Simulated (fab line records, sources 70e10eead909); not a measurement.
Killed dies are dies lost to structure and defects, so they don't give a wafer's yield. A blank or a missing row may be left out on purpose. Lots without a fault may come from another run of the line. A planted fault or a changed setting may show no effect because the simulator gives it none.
Tool commonality check | flow nand_harc | 3 lots, 3 wafers sampled

WHY IT WAS OPENED
At NHARC_END_SORT_01 the reading killed_at_periphery is flagged on 3 of 3 lots. Wafers without a fault read 3.7, standard deviation 2.9.
Rule: a lot is flagged when every wafer of it that has a number lies more than 4 standard deviations from that mean, or none has a number. The other lots count as sound.

lot  | measured     | on        | killed_at_periphery, wafer by wafer | flag
L679 | day 29 02:26 | prober-02 | 30                                  | FLAGGED
L680 | day 29 11:16 | prober-01 | 34                                  | FLAGGED
L678 | day 30 11:57 | prober-01 | 31                                  | FLAGGED
The numbers of the flagged lots are 31.7 on average: +28.0 against the usual, or +10 standard deviations.

WHICH TOOL RAN EACH LOT
The record holds 3 process steps before the reading, out of a route of 1302 steps. In each cell: the tool, then ch and the chambers that the sampled wafers went through, then the start.
lot  | flag    | NHARC_P_STI_HDPCVD_20       | NHARC_P_GATE_DESCUM_31         | NHARC_P_GATE_STRIP_108
L679 | FLAGGED | hdpcvd-01 ch 0, day 8 04:46 | rie_diel-08 ch 0, day 10 01:50 | rie_diel-01 ch 0, day 10 02:38
L680 | FLAGGED | hdpcvd-01 ch 0, day 8 15:31 | rie_diel-08 ch 1, day 10 12:37 | rie_diel-08 ch 0, day 10 13:16
L678 | FLAGGED | hdpcvd-01 ch 0, day 7 18:55 | rie_diel-08 ch 0, day 9 21:09  | rie_diel-08 ch 2, day 9 21:53
What these steps do:
- NHARC_P_STI_HDPCVD_20: deposits SiO2.
- NHARC_P_GATE_DESCUM_31: chemistry O2, time 3 s.
- NHARC_P_GATE_STRIP_108: strips in O2.
- NHARC_END_SORT_01

FLAGGED OVER TOTAL, TOOL BY TOOL (the gauges that took the reading come last)
step                   | tool        | lots run | flagged | share of the flagged lots | sound lots run after its first flagged lot
NHARC_P_STI_HDPCVD_20  | hdpcvd-01   | 3        | 3       | all                       | 0
NHARC_P_GATE_DESCUM_31 | rie_diel-08 | 3        | 3       | all                       | 0
NHARC_P_GATE_STRIP_108 | rie_diel-01 | 1        | 1       | some                      | 0
NHARC_P_GATE_STRIP_108 | rie_diel-08 | 2        | 2       | some                      | 0
NHARC_END_SORT_01      | prober-01   | 2        | 2       | some                      | 0
NHARC_END_SORT_01      | prober-02   | 1        | 1       | some                      | 0

WHAT THE TABLE ALLOWS
2 rows of the table ran every flagged lot: hdpcvd-01 at NHARC_P_STI_HDPCVD_20, rie_diel-08 at NHARC_P_GATE_DESCUM_31.
- hdpcvd-01 at NHARC_P_STI_HDPCVD_20: 3 of its 3 lots flagged. It ran no sound lot before its first flagged lot in this sample, so the start can't be narrowed down.
- rie_diel-08 at NHARC_P_GATE_DESCUM_31: 3 of its 3 lots flagged. It ran no sound lot before its first flagged lot in this sample, so the start can't be narrowed down.
Counting lots can't tell these 2 tools apart, because each fits a fault that began at some hour. More lots, or a look at what each step does to the wafer, might.

WHAT THE SIMULATOR HAD PUT IN
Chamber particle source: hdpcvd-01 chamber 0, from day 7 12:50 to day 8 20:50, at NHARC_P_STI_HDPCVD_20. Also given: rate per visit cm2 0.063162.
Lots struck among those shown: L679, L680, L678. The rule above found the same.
